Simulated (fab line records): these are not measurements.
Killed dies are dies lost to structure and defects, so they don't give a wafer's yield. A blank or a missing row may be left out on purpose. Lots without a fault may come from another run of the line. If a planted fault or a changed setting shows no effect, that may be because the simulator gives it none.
One fault seen from 2 desks	flow n5 finfet	each desk has only its own numbers; what lay behind them comes last

THE DEFECT DESK
What the inspections along the route counted, lot by lot: means of the sampled wafers that have a number. Any lot whose mean is over 4 standard deviations away from the usual mean is out of limits and marked OUT; that distance is given in the brackets.
Columns: A = raw defect count at N5_BEOL_M11_INSPECT_13, usual 413
lot	first seen here	A
L436	day 10 05:32	436
L438	day 11 01:04	394
L439	day 11 17:14	408
L440	day 11 19:43	408
L445	day 13 02:37	335
L446	day 13 13:14	431
L451	day 14 18:02	366
L456	day 15 11:53	423
L458	day 16 03:40	410
L457	day 16 03:49	357
Finding of this desk: none of the 10 lots has anything out of limits.

DESK OF THE TOOL OWNER: rie diel-03
The tool's own readings at N5_BEOL_M11_ETCH_41 (etches SiCN in CH3F/O2, target depth 42.6 nm, time 86 s): means of the sampled wafers that have a number, for each lot that ran on this tool. Any lot whose mean is over 4 standard deviations away from the usual mean is out of limits and marked OUT; that distance is given in the brackets.
Columns: A = CH3F_flow_sccm at N5_BEOL_M11_ETCH_41, usual 29.98 sccm; B = drypump motor current A at N5_BEOL_M11_ETCH_41, usual 5.8 A; C = oes product au at N5_BEOL_M11_ETCH_41, usual 0.79 a.u.; D = rf vpp V at N5_BEOL_M11_ETCH_41, usual 297.6 V; E = run length s at N5_BEOL_M11_ETCH_41, usual 109.5 s; F = showerhead plenum p Torr at N5_BEOL_M11_ETCH_41, usual 2.02 Torr; G = throttle valve pct at N5_BEOL_M11_ETCH_41, usual 16.29 %
lot	first seen here	A	B	C	D	E	F	G
L436	day 10 09:14	30.00	5.9	0.78	298.4	109.4	2.04	16.21
L439	day 11 20:23	30.05	5.6	0.76	297.1	109.6	1.98	16.16
L440	day 11 21:03	29.96	5.5	0.76	297.2	110.1	1.98	16.15
L445	day 13 04:01	29.89	6.0	0.76	298.5	109.5	2.06	16.34
L456	day 15 14:14	30.03	5.9	0.74	298.2	122.3 (+30) OUT	2.03	16.27
L457	day 16 07:48	29.93	5.9	0.73	297.2	115.8 (+15) OUT	2.02	16.29
This desk's finding: out of limits on L456, L457; first on L456, day 15 14:14 (run length s at N5_BEOL_M11_ETCH_41). L436, L439, L440, L445 stayed within limits.

TAKEN TOGETHER
On L456, L457, at day 15 14:14, an alarm was possible from the tool owner's desk.
Nothing the defect desk looked at was out of limits.
The defect desk has L456, L457 on record, within its limits.
On rie diel-03, each named lot ran N5_BEOL_M11_ETCH_41.

WHAT THE SIMULATOR PUT IN
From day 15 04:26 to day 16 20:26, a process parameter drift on rie diel-03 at N5_BEOL_M11_ETCH_41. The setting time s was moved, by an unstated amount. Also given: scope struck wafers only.
Shown lots that were struck: L456, L457.
Hours from the fault's start to each desk's first reading out of limits: the tool owner's desk, 10.
